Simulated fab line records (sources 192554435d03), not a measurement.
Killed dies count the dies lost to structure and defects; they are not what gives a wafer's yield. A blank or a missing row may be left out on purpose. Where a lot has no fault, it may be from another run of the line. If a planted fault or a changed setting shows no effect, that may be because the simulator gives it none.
Chamber matching | flow n5_finfet | 4 sister chambers for N5_GATE_CUT_ETCH_37 on rie_diel-03
The step etches SOC in N2/H2, target depth 60 nm, overetch 12 nm, time 90 s. 4 wafers are shown with their chamber, then 7 later ones without.

== EACH WAFER AND ITS CHAMBER ==
wafer  | chamber | showerhead_plenum_p_Torr (Torr)
L078.4 | 3       | 2.72
L082.5 | 1       | 2.61
L085.1 | 2       | 2.71
L085.2 | 0       | 2.56

== WAFERS WHOSE CHAMBER IS MISSING ==
wafer  | showerhead_plenum_p_Torr (Torr)
L085.3 | 2.60
L088.3 | 2.56
L088.5 | 2.56
L088.6 | 2.72
L094.2 | 2.71
L094.3 | 2.71
L094.4 | 2.56

== WHICH CHAMBER EACH WENT THROUGH ==
wafer  | from the rows above | in truth
L085.3 | 1                   | 1
L088.3 | 0                   | 0
L088.5 | 0                   | 0
L088.6 | 3                   | 3
L094.2 | 2                   | 2
L094.3 | 2                   | 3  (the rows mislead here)
L094.4 | 0                   | 0
6 of 7 placed correctly. Number that these rows cannot place: 0. Wrongly placed: 1.
How it was worked out, from the rows above alone: a wafer's distance from a chamber is the root of the sum, over the readings, of the square of ((its reading less the chamber's mean) divided by the reading's scatter). If the next closest chamber is less than 2 further off than the closest, the wafer can't be placed; otherwise it belongs to the closest. For every chamber, the mean is computed from those of its wafers that are shown. The scatter: root of mean squared gap, hidden wafer to nearest shown wafer, with one shown wafer a chamber.
